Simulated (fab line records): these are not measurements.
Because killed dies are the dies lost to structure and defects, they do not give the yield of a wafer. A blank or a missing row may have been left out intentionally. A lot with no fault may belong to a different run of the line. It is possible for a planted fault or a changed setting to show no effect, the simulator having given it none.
Which tool did it? + flow n5 finfet + 27 wafers from 9 lots sampled at 6 of the route's 1938 steps

== WHAT EACH GAUGE READ, for each wafer ==
N5_STI_FIN_REVEAL_INSPECT_13: inspects for defects (darkfield). Usual: raw defect count reads 12 (standard deviation 4.7).
| lot  | measured    | on                | raw defect count | flag |
|------|-------------|-------------------|------------------|------|
| L711 | day 2 21:38 | defect inspect-01 | 13 15 9          |      |
| L713 | day 3 08:10 | defect inspect-01 | 14 18 8          |      |
| L714 | day 3 13:37 | defect inspect-02 | 818 844 810      | OFF  |
| L715 | day 3 19:09 | defect inspect-01 | 750 852 790      | OFF  |
| L724 | day 6 01:14 | defect inspect-01 | 10 15 13         |      |
| L729 | day 7 13:07 | defect inspect-02 | 16 17 12         |      |
| L730 | day 7 13:43 | defect inspect-02 | 5 15 13          |      |
| L731 | day 7 23:42 | defect inspect-02 | 10 8 14          |      |
| L733 | day 8 07:53 | defect inspect-01 | 6 12 14          |      |

N5_BEOL_M4_RC_MEAS_101. Usual: DIBL_N 35.9 mV/V, standard deviation 1.4; DIBL_P 35.9 mV/V, standard deviation 1.7; IOFF_N 0.155 nA/um, standard deviation 0.023; IOFF_P 0.201 nA/um, standard deviation 0.029; ION_N 672 uA/um, standard deviation 8.8; ION_P 460 uA/um, standard deviation 7; SS_N 71.6 mV/dec, standard deviation 0.48; SS_P 73.1 mV/dec, standard deviation 0.64; VT_N 250.0 mV, standard deviation 3; VT_P -251.6 mV, standard deviation 3.
| lot  | measured     | on        | DIBL_N (mV/V)  | DIBL_P (mV/V)  | IOFF_N (nA/um)    | IOFF_P (nA/um)    | ION_N (uA/um) | ION_P (uA/um) | SS_N (mV/dec)  | SS_P (mV/dec)  | VT_N (mV)         | VT_P (mV)            | flag |
|------|--------------|-----------|----------------|----------------|-------------------|-------------------|---------------|---------------|----------------|----------------|-------------------|----------------------|------|
| L711 | day 8 04:57  | prober-02 | 34.9 34.1 35.3 | 33.6 33.5 35.0 | 0.130 0.120 0.145 | 0.184 0.181 0.213 | 652 660 664   | 452 455 463   | 71.9 71.0 71.7 | 72.2 72.6 72.7 | 256.1 254.3 251.9 | -249.7 -250.7 -250.3 |      |
| L713 | day 9 02:19  | prober-02 | 36.2 37.7 35.9 | 35.5 36.6 35.5 | 0.143 0.163 0.145 | 0.188 0.202 0.190 | 669 666 674   | 458 456 462   | 71.7 72.1 71.3 | 72.4 73.5 72.6 | 251.5 251.0 250.1 | -255.1 -252.9 -252.0 |      |
| L714 | day 9 06:42  | prober-01 | 36.1 36.0 35.6 | 36.3 36.4 36.0 | 0.168 0.163 0.172 | 0.217 0.207 0.213 | 675 676 673   | 460 458 457   | 72.0 71.1 71.3 | 73.0 73.4 73.2 | 247.6 250.3 248.9 | -250.3 -251.0 -250.2 |      |
| L715 | day 8 23:53  | prober-01 | 32.8 35.5 35.6 | 34.9 37.1 37.1 | 0.126 0.165 0.161 | 0.168 0.200 0.208 | 663 671 668   | 453 456 459   | 71.3 71.5 72.1 | 73.3 73.6 73.6 | 254.2 250.1 251.3 | -257.0 -254.1 -250.2 |      |
| L724 | day 11 12:03 | prober-01 | 36.9 37.7 36.5 | 36.8 37.6 35.2 | 0.183 0.198 0.170 | 0.244 0.260 0.227 | 684 671 670   | 467 463 461   | 72.1 72.6 72.4 | 74.0 73.6 73.7 | 246.3 244.0 248.2 | -249.6 -246.0 -249.3 |      |
| L729 | day 12 22:56 | prober-01 | 36.6 36.3 35.4 | 37.5 37.9 36.6 | 0.168 0.170 0.149 | 0.213 0.217 0.199 | 682 676 668   | 461 460 461   | 72.3 72.0 72.8 | 73.8 74.1 73.7 | 248.7 248.1 250.8 | -250.7 -251.7 -250.6 |      |
| L730 | day 12 22:28 | prober-02 | 39.1 38.5 37.6 | 39.8 39.4 38.0 | 0.211 0.195 0.187 | 0.260 0.250 0.231 | 682 685 686   | 462 464 469   | 72.3 72.4 71.8 | 74.4 73.7 73.0 | 243.3 248.6 243.6 | -250.6 -249.5 -249.3 |      |
| L731 | day 13 16:23 | prober-01 | 35.4 36.3 37.0 | 36.7 38.7 39.4 | 0.188 0.205 0.231 | 0.220 0.250 0.267 | 688 680 676   | 469 465 462   | 71.3 71.7 72.3 | 73.3 73.7 74.4 | 243.8 244.3 243.5 | -248.9 -249.2 -249.4 |      |
| L733 | day 13 23:38 | prober-02 | 35.6 34.9 33.5 | 34.0 34.2 32.8 | 0.141 0.131 0.113 | 0.186 0.198 0.168 | 649 668 654   | 448 462 454   | 71.7 71.1 71.0 | 72.6 73.4 72.6 | 255.4 250.9 256.9 | -253.7 -251.9 -252.6 |      |

== WHAT TOOL EACH LOT RAN ON (gives the tool, then ch and the chambers of the sampled wafers, and finally the start) ==
| lot  | N5_FIN_CUT_PRECLEAN_35            | N5_STI_FIN_REVEAL_STRIP_24        | N5_STI_FIN_REVEAL_ETCH_34       | N5_STI_FIN_REVEAL_OXIDATION_33      |
|------|-----------------------------------|-----------------------------------|---------------------------------|-------------------------------------|
| L711 | vapor etch-01 ch 0,1, day 2 10:56 | rie diel-05 ch 0,2,3, day 2 18:36 | rie si-04 ch 2,3, day 2 20:56   | plasma asher-02 ch 0,1, day 2 21:22 |
| L713 | vapor etch-01 ch 0,1, day 2 22:53 | rie diel-02 ch 0,1,3, day 3 05:07 | rie si-03 ch 0,3, day 3 07:28   | plasma asher-02 ch 0,1, day 3 07:53 |
| L714 | vapor etch-02 ch 0,1, day 3 04:20 | rie diel-02 ch 0,1,2, day 3 10:37 | rie si-01 ch 0,3, day 3 12:55   | plasma asher-01 ch 0,1, day 3 13:20 |
| L715 | vapor etch-02 ch 0,1, day 3 09:28 | rie diel-02 ch 1,3, day 3 16:08   | rie si-03 ch 0,1,3, day 3 18:27 | plasma asher-02 ch 0,1, day 3 18:52 |
| L724 | vapor etch-01 ch 0, day 5 15:44   | rie diel-06 ch 0,1,2, day 5 22:12 | rie si-03 ch 1,2,3, day 6 00:32 | plasma asher-02 ch 0,1, day 6 00:58 |
| L729 | vapor etch-02 ch 0,1, day 7 03:53 | rie diel-06 ch 1,2, day 7 10:05   | rie si-01 ch 0,2, day 7 12:25   | plasma asher-01 ch 0, day 7 12:50   |
| L730 | vapor etch-02 ch 0,1, day 7 04:19 | rie diel-06 ch 1,2,3, day 7 10:43 | rie si-01 ch 0,2,3, day 7 13:01 | plasma asher-01 ch 0,1, day 7 13:26 |
| L731 | vapor etch-01 ch 0,1, day 7 11:53 | rie diel-02 ch 0,2,3, day 7 19:05 | rie si-03 ch 0,1,3, day 7 23:01 | plasma asher-01 ch 0,1, day 7 23:25 |
| L733 | vapor etch-02 ch 0,1, day 7 22:41 | rie diel-05 ch 1,2,3, day 8 04:51 | rie si-01 ch 0,2,3, day 8 07:11 | plasma asher-02 ch 0,1, day 8 07:35 |
- N5_FIN_CUT_PRECLEAN_35: cleans in vHF, time 13.3 s.
- N5_STI_FIN_REVEAL_STRIP_24: strips in N2/H2, time 90 s.
- N5_STI_FIN_REVEAL_ETCH_34: etches Si in H2, material Si, target depth 0.97 nm.
- N5_STI_FIN_REVEAL_OXIDATION_33: chemistry O2 PLASMA REMOTE, time 20 s.

== AS READ BY THE TOOLS THEMSELVES (means over the sampled wafers that have a number; for cases with no such wafer, the mark the record gives instead) ==
N5_FIN_CUT_PRECLEAN_35. Usual: drypump motor current A reads 5.9 A (standard deviation 0.47).
| lot  | tool          | drypump motor current A (A) | flag |
|------|---------------|-----------------------------|------|
| L711 | vapor etch-01 | 6.0                         |      |
| L713 | vapor etch-01 | 6.1                         |      |
| L714 | vapor etch-02 | 5.9                         |      |
| L715 | vapor etch-02 | 5.9                         |      |
| L724 | vapor etch-01 | 6.2                         |      |
| L729 | vapor etch-02 | 5.5                         |      |
| L730 | vapor etch-02 | 5.9                         |      |
| L731 | vapor etch-01 | 6.1                         |      |
| L733 | vapor etch-02 | 5.9                         |      |

N5_STI_FIN_REVEAL_STRIP_24. Usual: drypump motor current A 5.7 A, standard deviation 0.48; oes product au 0.77 a.u., standard deviation 0.091; rf vpp V 45.4 V, standard deviation 0.88; showerhead plenum p Torr 3.41 Torr, standard deviation 0.13; throttle valve pct 12.26 %, standard deviation 0.3.
| lot  | tool        | drypump motor current A (A) | oes product au (a.u.) | rf vpp V (V) | showerhead plenum p Torr (Torr) | throttle valve pct (%) | flag |
|------|-------------|-----------------------------|-----------------------|--------------|---------------------------------|------------------------|------|
| L711 | rie diel-05 | 5.4                         | 0.70                  | 45.1         | 3.35                            | 12.34                  |      |
| L713 | rie diel-02 | 6.3                         | 0.78                  | 45.7         | 3.44                            | 12.05                  |      |
| L714 | rie diel-02 | 6.3                         | 0.80                  | 44.8         | 3.49                            | 12.00                  |      |
| L715 | rie diel-02 | 6.3                         | 0.80                  | 45.6         | 3.50                            | 12.02                  |      |
| L724 | rie diel-06 | 5.6                         | 0.70                  | 45.0         | 3.26                            | 12.67                  |      |
| L729 | rie diel-06 | 5.6                         | 0.69                  | 44.6         | 3.21                            | 12.79                  |      |
| L730 | rie diel-06 | 5.6                         | 0.76                  | 45.5         | 3.34                            | 12.46                  |      |
| L731 | rie diel-02 | 6.0                         | 0.71                  | 45.3         | 3.40                            | 12.24                  |      |
| L733 | rie diel-05 | 5.2                         | 0.81                  | 45.2         | 3.51                            | 12.20                  |      |

N5_STI_FIN_REVEAL_ETCH_34. Usual: drypump motor current A 5.6 A, standard deviation 0.45; oes product au 1.007 a.u., standard deviation 0.017; throttle valve pct 25.82 %, standard deviation 0.25.
| lot  | tool      | drypump motor current A (A) | oes product au (a.u.) | throttle valve pct (%) | flag |
|------|-----------|-----------------------------|-----------------------|------------------------|------|
| L711 | rie si-04 | 6.5                         | 1.012                 | 25.43                  |      |
| L713 | rie si-03 | 5.6                         | 0.999                 | 25.54                  |      |
| L714 | rie si-01 | 5.1                         | 1.029                 | 25.88                  |      |
| L715 | rie si-03 | 5.8                         | 1.010                 | 25.73                  |      |
| L724 | rie si-03 | 5.9                         | 1.017                 | 25.91                  |      |
| L729 | rie si-01 | 5.4                         | 1.018                 | 25.94                  |      |
| L730 | rie si-01 | 5.4                         | 1.007                 | 25.80                  |      |
| L731 | rie si-03 | 5.8                         | 1.007                 | 25.73                  |      |
| L733 | rie si-01 | 5.4                         | 1.015                 | 25.81                  |      |

N5_STI_FIN_REVEAL_OXIDATION_33. Usual: drypump motor current A 5.49 A, standard deviation 0.17; heater power w 153 W, standard deviation 9.6.
| lot  | tool            | drypump motor current A (A) | heater power w (W) | flag |
|------|-----------------|-----------------------------|--------------------|------|
| L711 | plasma asher-02 | 5.49                        | 149                |      |
| L713 | plasma asher-02 | 5.61                        | 155                |      |
| L714 | plasma asher-01 | 5.48                        | 157                |      |
| L715 | plasma asher-02 | 5.51                        | 148                |      |
| L724 | plasma asher-02 | 5.63                        | 158                |      |
| L729 | plasma asher-01 | 5.58                        | 162                |      |
| L730 | plasma asher-01 | 5.49                        | 157                |      |
| L731 | plasma asher-01 | 5.38                        | 149                |      |
| L733 | plasma asher-02 | 5.50                        | 151                |      |

== THE ANSWER, worked out from the rows above alone ==
Rule: lot off if the mean of its wafers having a number is beyond 3 standard deviations from the usual mean. Also off: a lot with no number at a reading for which 4 or more lots have one. Where the step has rows for the other lots, those lots are counted as sound. Order of review: gauges by route order, followed by the tools' own readings, for which a lot's mean as printed above is used. The first step at which some lot is off is used, and at that step the reading that is off furthest; a lot without a number counts as furthest.
Off: L714, L715, at N5_STI_FIN_REVEAL_INSPECT_13 (raw defect count).
A tool fits if, at a process step before that reading, it ran every lot that is off, and no sound lot after the first of them. Gauges at N5_STI_FIN_REVEAL_INSPECT_13: tried the same way as those tools. Not one of the candidates tried fits.

== WHAT THE SIMULATOR HAD PUT IN ==
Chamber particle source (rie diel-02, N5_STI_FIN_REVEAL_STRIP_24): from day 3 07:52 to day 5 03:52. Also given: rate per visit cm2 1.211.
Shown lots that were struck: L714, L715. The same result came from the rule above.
